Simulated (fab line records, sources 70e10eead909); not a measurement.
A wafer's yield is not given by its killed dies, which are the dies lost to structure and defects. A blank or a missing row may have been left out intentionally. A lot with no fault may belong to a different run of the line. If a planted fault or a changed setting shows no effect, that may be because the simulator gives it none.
A struck lot beside a sound one :: flow nand harc :: 13 out of 1159 route steps
Sound: these wafers, L205.3, L205.4, L205.6. Struck: wafer L217.3 (L217.5, L217.6, from the same lot, were not struck and are left out); the cause is given at the end.
Per side, at each step with rows, come the tool, then ch with its chambers, and then its first start. Under that, the readings that differ: sound wafers :: struck wafers :: difference of the means :: sigmas: that difference in standard deviations of wafers without a fault.
alike: a reading whose means differ by less than 2 such deviations, as well as words and numbers matching on both sides. not compared: withheld readings; readings where some wafer has no value; bounds like >300 that might hide an equal value; numbers whose values overlap and for which the record gives no deviation.
The two part at a step that has a row with sigmas, a row that says differs or no value, or rows on one side only. When numbers do not overlap yet have no deviation, they are printed without sigmas and do not part them. A reading missing from all wafers of one side parts the sides only when that side holds two or more wafers.

NHARC_A_STAIRCASE_TRIM_16: chemistry O2, time 211.2 s.
  sound on rie diel-10 ch 1,2; struck on rie diel-11 ch 2
  alike: drypump motor current A, oes product au, rf vpp V, showerhead plenum p Torr, throttle valve pct
  not compared: rf hours counter h
NHARC_A_STAIRCASE_ETCH_17: etches the open film in C4F8/O2, target depth 100 nm, time 40.5 s.
  sound on rie diel-10 ch 1,2; struck on rie diel-11 ch 2
  alike: oes product au, rf vpp V, run length s
  not compared: rf hours counter h
NHARC_A_STAIRCASE_TRIM_18: chemistry O2, time 211.2 s.
  sound on rie diel-10 ch 2,3; struck on rie diel-11 ch 0
  alike: drypump motor current A, oes product au, rf vpp V, showerhead plenum p Torr, throttle valve pct
  not compared: rf hours counter h
then, 1 step without rows for these wafers: NHARC_A_STAIRCASE_ETCH_19 (etches the open film in C4F8/O2, target depth 100 nm, time 40.5 s).
NHARC_A_STAIRCASE_TRIM_20: chemistry O2, time 211.2 s.
  sound on rie diel-11 ch 0,1,3, day 11 11:41; struck on rie diel-11 ch 3, day 14 02:02
  alike: drypump motor current A, oes product au, rf vpp V, showerhead plenum p Torr, throttle valve pct
  not compared: rf hours counter h
then, 4 steps without rows for these wafers: NHARC_A_STAIRCASE_ETCH_21 (etches the open film in C4F8/O2, target depth 100 nm, time 40.5 s); NHARC_A_STAIRCASE_TRIM_22 (chemistry O2, time 211.2 s); NHARC_A_STAIRCASE_ETCH_23 (etches the open film in C4F8/O2, target depth 100 nm, time 40.5 s); NHARC_A_STAIRCASE_TRIM_24 (chemistry O2, time 211.2 s).
NHARC_A_STAIRCASE_ETCH_25: etches the open film in C4F8/O2, target depth 100 nm, time 40.5 s.
  sound on rie diel-11 ch 0,1,3; struck on rie diel-11 ch 1
  alike: oes product au, rf vpp V, run length s
  not compared: rf hours counter h
then, 1 step without rows for these wafers: NHARC_A_STAIRCASE_TRIM_26 (chemistry O2, time 211.2 s).
NHARC_A_STAIRCASE_ETCH_27: etches the open film in C4F8/O2, target depth 100 nm, time 40.5 s.
  sound on rie diel-11 ch 0,1, day 11 14:34; struck on rie diel-11 ch 2, day 14 03:03
reading: run length s (s)
sound: 63.1 62.5 62.0
struck: 74.4
difference: +11.9
sigmas: +23
  alike: oes product au, rf vpp V
  not compared: rf hours counter h
-- break in the record here, with 8 days between the starts of the struck wafers on either side (left off in module A_STAIRCASE, picked up again in module END, where the first step shown is number 1159 on the route) --
NHARC_END_SORT_01:
  the record has rows for the struck wafers here (prober-01 ch 0, day 21 23:30) and none for the sound ones

## WHERE THEY PART
Last at NHARC_END_SORT_01 as far as this record goes, first at NHARC_A_STAIRCASE_ETCH_27.

WHY: whatever the simulator had introduced
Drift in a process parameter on rie diel-11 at NHARC_A_STAIRCASE_ETCH_27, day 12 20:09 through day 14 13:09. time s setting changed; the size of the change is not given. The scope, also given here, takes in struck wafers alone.
